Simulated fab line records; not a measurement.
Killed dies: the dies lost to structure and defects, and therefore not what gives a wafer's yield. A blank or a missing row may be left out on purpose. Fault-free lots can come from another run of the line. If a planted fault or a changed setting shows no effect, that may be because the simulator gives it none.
Matching of chambers ; flow n5Finfet ; N5_BEOL_M6_PECVD_70 on pecvd-03 has 3 sister chambers
The step deposits SiO2 from TEOS/O2, target thk 20 nm, time 22.7 s. 6 wafers are shown with their chamber, then 11 later ones without.

EACH WAFER AND ITS CHAMBER
wafer;chamber;throttleValvePct (%);showerheadPlenumPTorr (Torr)
L082.3;2;21.0;8.90
L085.6;0;22.9;8.75
L087.1;1;22.9;8.82
L087.3;2;21.0;8.87
L087.6;1;22.8;8.79
L088.1;0;23.4;8.77

WAFERS MISSING THEIR CHAMBER
wafer;throttleValvePct (%);showerheadPlenumPTorr (Torr)
L088.5;22.9;8.81
L088.6;23.3;8.75
L089.3;20.9;8.86
L089.4;23.1;8.76
L089.5;20.8;8.88
L092.2;21.0;8.90
L092.3;22.6;8.80
L092.4;22.9;8.78
L097.1;23.1;8.83
L097.3;21.4;8.87
L097.4;23.0;8.75

CHAMBER TAKEN BY EACH
wafer;from the rows above;in truth
L088.5;1;1
L088.6;0;0
L089.3;2;2
L089.4;0;0
L089.5;2;2
L092.2;2;2
L092.3;1;1
L092.4;can't be placed: 1 or 0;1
L097.1;can't be placed: 1 or 0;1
L097.3;2;2
L097.4;0;0
Placed correctly: 9 of 11. Not placeable from these rows: 2 (in 2, the candidates include the true chamber). Wrongly placed: 0.
How it was worked out, from the rows above alone: a wafer's distance from a chamber is the root of the sum, over the readings, of the square of ((its reading less the chamber's mean) divided by the reading's scatter). If the next closest chamber is less than 2 further off than the closest, the wafer can't be placed; otherwise it belongs to the closest. For every chamber, the mean is computed from those of its wafers that are shown. The scatter: the root of (the sum of the squares of (reading less its chamber's mean) over the shown wafers, divided by (wafers less chambers)).
